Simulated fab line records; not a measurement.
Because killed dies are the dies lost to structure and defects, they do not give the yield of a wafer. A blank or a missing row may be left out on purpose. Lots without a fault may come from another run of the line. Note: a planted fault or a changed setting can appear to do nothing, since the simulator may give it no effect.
Chamber matching / flow nand harc / 4 sister chambers for NHARC_A_BLC_ALD_23 on ald metal-04
The step deposits TiN, target thk 3 nm, pulse time 1 s, ald cycles 150. 16 wafers are shown with their chamber, then 8 later ones without.

EACH WAFER AND ITS CHAMBER
wafer=L078.3; chamber=1; heater power w (W)=1024; precursor pulse height rel=0.993
wafer=L078.4; chamber=0; heater power w (W)=1235; precursor pulse height rel=1.003
wafer=L078.6; chamber=3; heater power w (W)=1026; precursor pulse height rel=0.981
wafer=L074.1; chamber=3; heater power w (W)=1021; precursor pulse height rel=0.984
wafer=L074.3; chamber=0; heater power w (W)=1219; precursor pulse height rel=0.979
wafer=L074.4; chamber=3; heater power w (W)=1027; precursor pulse height rel=0.993
wafer=L081.2; chamber=0; heater power w (W)=1161; precursor pulse height rel=1.007
wafer=L081.3; chamber=3; heater power w (W)=973; precursor pulse height rel=0.996
wafer=L081.4; chamber=1; heater power w (W)=1052; precursor pulse height rel=0.992
wafer=L082.1; chamber=3; heater power w (W)=979; precursor pulse height rel=1.054
wafer=L082.4; chamber=2; heater power w (W)=1013; precursor pulse height rel=1.019
wafer=L082.6; chamber=0; heater power w (W)=1168; precursor pulse height rel=1.020
wafer=L085.3; chamber=2; heater power w (W)=956; precursor pulse height rel=0.957
wafer=L085.5; chamber=0; heater power w (W)=1166; precursor pulse height rel=0.988
wafer=L085.6; chamber=1; heater power w (W)=1071; precursor pulse height rel=0.994
wafer=L086.1; chamber=2; heater power w (W)=987; precursor pulse height rel=1.012

SIGNATURES (means of the wafers above)
reading=heater power w; chamber 0=1189.80; chamber 1=1049.00; chamber 2=985.33; chamber 3=1005.20; scatter within a chamber=29.4
reading=precursor pulse height rel; chamber 0=0.99940; chamber 1=0.99300; chamber 2=0.99600; chamber 3=1.00160; scatter within a chamber=0.024
Rule: for each reading, subtract the chamber's mean from the wafer's reading, divide by that reading's scatter and square the result; add these up over the readings and take the root, which gives the wafer's distance from the chamber. If the next closest chamber is less than 2 further off than the closest, the wafer can't be placed; otherwise it belongs to the closest. How the scatter is found: for the shown wafers, subtract from each reading the mean of its chamber, square and add these, divide the total by (wafers less chambers), then take the root.

WAFERS MISSING THEIR CHAMBER
wafer=L086.3; heater power w (W)=1074; precursor pulse height rel=1.003
wafer=L086.4; heater power w (W)=947; precursor pulse height rel=0.972
wafer=L094.1; heater power w (W)=993; precursor pulse height rel=0.998
wafer=L094.2; heater power w (W)=1087; precursor pulse height rel=0.982
wafer=L094.4; heater power w (W)=972; precursor pulse height rel=0.976
wafer=L096.1; heater power w (W)=1146; precursor pulse height rel=1.021
wafer=L096.2; heater power w (W)=996; precursor pulse height rel=0.985
wafer=L096.6; heater power w (W)=1170; precursor pulse height rel=1.012

WHICH CHAMBER EACH WENT THROUGH
wafer=L086.3; from the rows above=can't be placed: 1 or 3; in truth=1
wafer=L086.4; from the rows above=can't be placed: 2 or 3 or 1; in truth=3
wafer=L094.1; from the rows above=can't be placed: 2 or 3 or 1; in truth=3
wafer=L094.2; from the rows above=can't be placed: 1 or 3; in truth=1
wafer=L094.4; from the rows above=can't be placed: 2 or 3 or 1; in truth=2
wafer=L096.1; from the rows above=can't be placed: 0 or 1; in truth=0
wafer=L096.2; from the rows above=can't be placed: 2 or 3 or 1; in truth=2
wafer=L096.6; from the rows above=0; in truth=0
Correctly placed: 1 of 8. Cannot be placed on the basis of these rows: 7; the candidates contain the true chamber in 7. 0 placed wrongly.
